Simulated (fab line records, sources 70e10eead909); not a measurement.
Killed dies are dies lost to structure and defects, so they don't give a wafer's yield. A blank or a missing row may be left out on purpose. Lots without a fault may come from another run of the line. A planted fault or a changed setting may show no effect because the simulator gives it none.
Chamber matching | flow nand_harc | NHARC_A_CONTACT_DEP_85 on pecvd-02: 3 sister chambers
The step deposits SiON, target thk 60 nm. 6 wafers are shown with their chamber, then 8 later ones without.

WAFERS WITH THEIR CHAMBER
wafer  | chamber | heater_power_w (W) | susceptor_temp_C (C)
L082.6 | 0       | 676                | 400.15
L085.1 | 1       | 915                | 400.08
L090.1 | 1       | 800                | 400.10
L090.2 | 0       | 808                | 399.88
L090.3 | 2       | 852                | 400.00
L092.1 | 2       | 807                | 399.72

WAFERS WITHOUT THEIR CHAMBER
wafer  | heater_power_w (W) | susceptor_temp_C (C)
L092.3 | 872                | 400.00
L092.5 | 730                | 399.96
L093.3 | 748                | 400.10
L093.5 | 757                | 399.79
L093.6 | 738                | 400.20
L096.4 | 776                | 400.19
L096.5 | 715                | 399.80
L096.6 | 792                | 400.11

WHICH CHAMBER EACH WENT THROUGH
wafer  | from the rows above          | in truth
L092.3 | can't be placed: 1 or 2 or 0 | 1
L092.5 | can't be placed: 0 or 2 or 1 | 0
L093.3 | can't be placed: 0 or 1 or 2 | 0
L093.5 | can't be placed: 2 or 0 or 1 | 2
L093.6 | can't be placed: 0 or 1 or 2 | 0
L096.4 | can't be placed: 0 or 1 or 2 | 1
L096.5 | can't be placed: 0 or 2 or 1 | 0
L096.6 | can't be placed: 1 or 0 or 2 | 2
Placed correctly: 0 of 8. Can't be placed from these rows: 8 (the true chamber is among the candidates in 8). Placed wrongly: 0.
How it was worked out, from the rows above alone: a wafer's distance from a chamber is the root of the sum, over the readings, of the square of ((its reading less the chamber's mean) divided by the reading's scatter). The wafer belongs to the nearest chamber; if the next one is less than 2 further off, it can't be placed. A chamber's mean is the mean of its shown wafers. The scatter: the root of (the sum of the squares of (reading less its chamber's mean) over the shown wafers, divided by (wafers less chambers)).
